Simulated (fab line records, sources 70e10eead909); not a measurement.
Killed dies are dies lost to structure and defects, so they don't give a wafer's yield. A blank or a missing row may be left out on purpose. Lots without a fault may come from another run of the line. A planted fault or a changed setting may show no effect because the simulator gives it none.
Chamber matching | flow nand_harc | NHARC_A_CONTACT_ETCH_92 on rie_diel-13: 4 sister chambers
The step etches the open film in CH3F/O2, target depth 40 nm, time 85.7 s. 4 wafers are shown with their chamber, then 7 later ones without.

WAFERS WITH THEIR CHAMBER
wafer  | chamber | showerhead_plenum_p_Torr (Torr)
L083.1 | 1       | 2.58
L089.3 | 2       | 2.37
L094.3 | 0       | 2.35
L094.4 | 3       | 2.32

WAFERS WITHOUT THEIR CHAMBER
wafer  | showerhead_plenum_p_Torr (Torr)
L094.6 | 2.37
L095.2 | 2.35
L095.4 | 2.36
L095.6 | 2.35
L096.3 | 2.36
L096.4 | 2.32
L096.6 | 2.57

WHICH CHAMBER EACH WENT THROUGH
wafer  | from the rows above     | in truth
L094.6 | 2                       | 2
L095.2 | 0                       | 0
L095.4 | can't be placed: 0 or 2 | 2
L095.6 | 0                       | 0
L096.3 | can't be placed: 0 or 2 | 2
L096.4 | 3                       | 3
L096.6 | 1                       | 1
Placed correctly: 5 of 7. Can't be placed from these rows: 2 (the true chamber is among the candidates in 2). Placed wrongly: 0.
How it was worked out, from the rows above alone: a wafer's distance from a chamber is the root of the sum, over the readings, of the square of ((its reading less the chamber's mean) divided by the reading's scatter). The wafer belongs to the nearest chamber; if the next one is less than 2 further off, it can't be placed. A chamber's mean is the mean of its shown wafers. The scatter: with one shown wafer a chamber, the root of the mean of the squares of how far each hidden wafer lies from its nearest shown one.
